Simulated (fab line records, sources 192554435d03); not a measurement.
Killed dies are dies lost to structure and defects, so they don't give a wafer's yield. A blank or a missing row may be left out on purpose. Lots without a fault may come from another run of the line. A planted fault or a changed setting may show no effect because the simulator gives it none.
Chamber matching | flow n5_finfet | N5_FIN_CUT_CUT_ETCH_15 on rie_si-02: 4 sister chambers
The step etches Si in HBr/Cl2/O2, target depth 100 nm, bt time 10 s, time 42.4 s. 4 wafers are shown with their chamber, then 7 later ones without.

WAFERS WITH THEIR CHAMBER
wafer  | chamber | drypump_motor_current_A (A)
L087.5 | 2       | 4.9
L087.6 | 1       | 6.4
L093.2 | 3       | 5.8
L093.3 | 0       | 5.8

WAFERS WITHOUT THEIR CHAMBER
wafer  | drypump_motor_current_A (A)
L093.5 | 5.8
L095.1 | 4.9
L095.3 | 5.8
L095.5 | 5.8
L097.1 | 4.9
L097.3 | 5.7
L097.5 | 5.8

WHICH CHAMBER EACH WENT THROUGH
wafer  | from the rows above     | in truth
L093.5 | can't be placed: 0 or 3 | 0
L095.1 | 2                       | 2
L095.3 | can't be placed: 0 or 3 | 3
L095.5 | can't be placed: 0 or 3 | 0
L097.1 | 2                       | 2
L097.3 | can't be placed: 0 or 3 | 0
L097.5 | can't be placed: 0 or 3 | 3
Placed correctly: 2 of 7. Can't be placed from these rows: 5 (the true chamber is among the candidates in 5). Placed wrongly: 0.
How it was worked out, from the rows above alone: a wafer's distance from a chamber is the root of the sum, over the readings, of the square of ((its reading less the chamber's mean) divided by the reading's scatter). The wafer belongs to the nearest chamber; if the next one is less than 2 further off, it can't be placed. A chamber's mean is the mean of its shown wafers. The scatter: with one shown wafer a chamber, the root of the mean of the squares of how far each hidden wafer lies from its nearest shown one.
